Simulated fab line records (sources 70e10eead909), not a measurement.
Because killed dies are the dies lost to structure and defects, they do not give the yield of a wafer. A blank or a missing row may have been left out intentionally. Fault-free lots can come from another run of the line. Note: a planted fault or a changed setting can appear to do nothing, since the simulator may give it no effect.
Matching of chambers / flow nand harc / NHARC_A_M1_STRIP_18 on rie diel-12 has 4 sister chambers
The step strips in N2/H2. 8 wafers are shown with their chamber, then 9 later ones without.

EACH WAFER AND ITS CHAMBER
wafer=L076.1; chamber=3; oes product au (a.u.)=0.999; throttle valve pct (%)=14.176
wafer=L077.6; chamber=1; oes product au (a.u.)=0.997; throttle valve pct (%)=14.168
wafer=L082.1; chamber=3; oes product au (a.u.)=1.008; throttle valve pct (%)=14.166
wafer=L082.2; chamber=1; oes product au (a.u.)=1.004; throttle valve pct (%)=14.164
wafer=L082.4; chamber=2; oes product au (a.u.)=1.016; throttle valve pct (%)=14.164
wafer=L081.1; chamber=0; oes product au (a.u.)=0.986; throttle valve pct (%)=14.177
wafer=L081.3; chamber=2; oes product au (a.u.)=0.990; throttle valve pct (%)=14.177
wafer=L081.5; chamber=0; oes product au (a.u.)=0.984; throttle valve pct (%)=14.176

WAFERS MISSING THEIR CHAMBER
wafer=L091.2; oes product au (a.u.)=1.002; throttle valve pct (%)=14.186
wafer=L091.5; oes product au (a.u.)=0.996; throttle valve pct (%)=14.180
wafer=L091.6; oes product au (a.u.)=1.003; throttle valve pct (%)=14.171
wafer=L093.1; oes product au (a.u.)=0.996; throttle valve pct (%)=14.182
wafer=L093.5; oes product au (a.u.)=0.986; throttle valve pct (%)=14.159
wafer=L093.6; oes product au (a.u.)=0.994; throttle valve pct (%)=14.174
wafer=L096.1; oes product au (a.u.)=0.986; throttle valve pct (%)=14.170
wafer=L096.3; oes product au (a.u.)=1.005; throttle valve pct (%)=14.159
wafer=L096.5; oes product au (a.u.)=0.995; throttle valve pct (%)=14.174

WHICH CHAMBER EACH WENT THROUGH
wafer=L091.2; from the rows above=can't be placed: 0 or 3 or 2 or 1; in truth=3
wafer=L091.5; from the rows above=can't be placed: 0 or 3 or 2 or 1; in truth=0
wafer=L091.6; from the rows above=can't be placed: 3 or 2 or 1 or 0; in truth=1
wafer=L093.1; from the rows above=can't be placed: 0 or 3 or 2 or 1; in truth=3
wafer=L093.5; from the rows above=can't be placed: 1 or 2 or 3 or 0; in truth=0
wafer=L093.6; from the rows above=can't be placed: 0 or 2 or 3 or 1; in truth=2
wafer=L096.1; from the rows above=can't be placed: 0 or 1 or 2 or 3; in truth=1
wafer=L096.3; from the rows above=can't be placed: 1 or 2 or 3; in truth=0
wafer=L096.5; from the rows above=can't be placed: 3 or 2 or 0 or 1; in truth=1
Correct placement for 0 of the 9. From these rows, 9 cannot be placed; in 8 the true chamber is one of the candidates. 0 placed wrongly.
How it was worked out, from the rows above alone: a wafer's distance from a chamber is the root of the sum, over the readings, of the square of ((its reading less the chamber's mean) divided by the reading's scatter). If the next closest chamber is less than 2 further off than the closest, the wafer can't be placed; otherwise it belongs to the closest. The mean given for a chamber averages the wafers shown for that chamber. How the scatter is found: for the shown wafers, subtract from each reading the mean of its chamber, square and add these, divide the total by (wafers less chambers), then take the root.
